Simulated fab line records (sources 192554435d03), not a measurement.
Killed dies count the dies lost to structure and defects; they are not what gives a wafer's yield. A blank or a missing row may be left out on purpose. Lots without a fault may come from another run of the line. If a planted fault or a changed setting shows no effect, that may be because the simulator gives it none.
8D (eight disciplines) problem report, filled in by code | flow n5Finfet | the parts of the form that need people (team, actions taken, sign-off) are left out

1. THE ISSUE
Wafers without a fault read 1500.0 rpm, standard deviation 1.1; spinSpeedRpm at N5_BEOL_M8_COAT_71 reads a mean of 1446.0 rpm on 6 wafers belonging to 2 lots. That is -49 standard deviations from the usual mean.
The step: time 60 s, resist thk 5 nm.
Earliest sighting: wafer L628.2 on lithoTrack-04 at day 12 04:10. The record has a number at this step for 36 wafers belonging to 12 lots. Rule for "out", or "out of limits": more than 4 standard deviations from the usual mean. The other wafers with a number count as sound.

2. WHAT IT IS, AND WHAT IT ISN'T
question                    | is                     | is not
which readings at this step | spinSpeedRpm           | resistLineTempC
which lots                  | L628, L630             | L622, L623, L624, L631, L632, L633, L635, L638, L639, L643
which wafers of those lots  | all that have a number | -
read on which tools         | lithoTrack-04          | lithoTrack-01, lithoTrack-05
when                        | from day 12 04:10      | up to then (9 sound wafers); but 21 sound wafers of L631, L632, L633, L635, L638, L639, L643 came after

3. THE SUSPECTS, EACH WITH WHAT RULES IT OUT
Counting: a tool stays on the suspect list if, at a process step up to the reading, it processed all lots that are out and no sound lot following the first of them.
- lithoTrack-04 at N5_BEOL_M8_COAT_71 (time 60 s, resist thk 5 nm): kept. Every lot that is out went through it, starting with L628 (day 12 04:10), and after that it ran no sound lot; the last sound lot it ran before then is L623 (day 11 20:02). On those wafers its own readings are out: spinSpeedRpm.
Remaining after the count: lithoTrack-04 at N5_BEOL_M8_COAT_71.

4. THE CAUSE (what the simulator had put in)
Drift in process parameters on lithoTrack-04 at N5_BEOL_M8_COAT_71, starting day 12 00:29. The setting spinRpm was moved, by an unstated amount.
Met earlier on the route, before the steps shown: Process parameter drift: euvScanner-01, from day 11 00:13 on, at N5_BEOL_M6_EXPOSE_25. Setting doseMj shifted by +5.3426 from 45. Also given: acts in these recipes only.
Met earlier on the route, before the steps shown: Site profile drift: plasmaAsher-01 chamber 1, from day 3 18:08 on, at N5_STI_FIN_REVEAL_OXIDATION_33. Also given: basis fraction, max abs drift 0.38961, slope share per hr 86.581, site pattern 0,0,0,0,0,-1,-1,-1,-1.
The count eliminated every tool but this one.

5. THE CHAIN OF EFFECTS, in route order
One row per reading whose mean, taken over the struck wafers that have a number, lies over 3 standard deviations from the usual. Only readings for which the record gives a usual standard deviation are gone through. hours: the time from each lot's start at the first step in this table that gives one to its start at this step, as a median over the lots. sigmas: the change in usual standard deviations.
hours | step               | reading      | usual      | on struck wafers | change | sigmas
0     | N5_BEOL_M8_COAT_71 | spinSpeedRpm | 1500.0 rpm | 1446.0           | -54.0  | -49
Its process steps:
- N5_BEOL_M8_COAT_71: time 60 s, resist thk 5 nm.
At these later measuring or inspecting steps, every struck wafer for which the step has a row has a number for every such reading, and none has moved that far: N5_BEOL_M8_CD_MEAS_28.

6. HOW IT WOULD HAVE BEEN CAUGHT EARLIER
In this record the first reading out of limits was taken at day 12 04:10, 4 hours after the fault began at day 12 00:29.
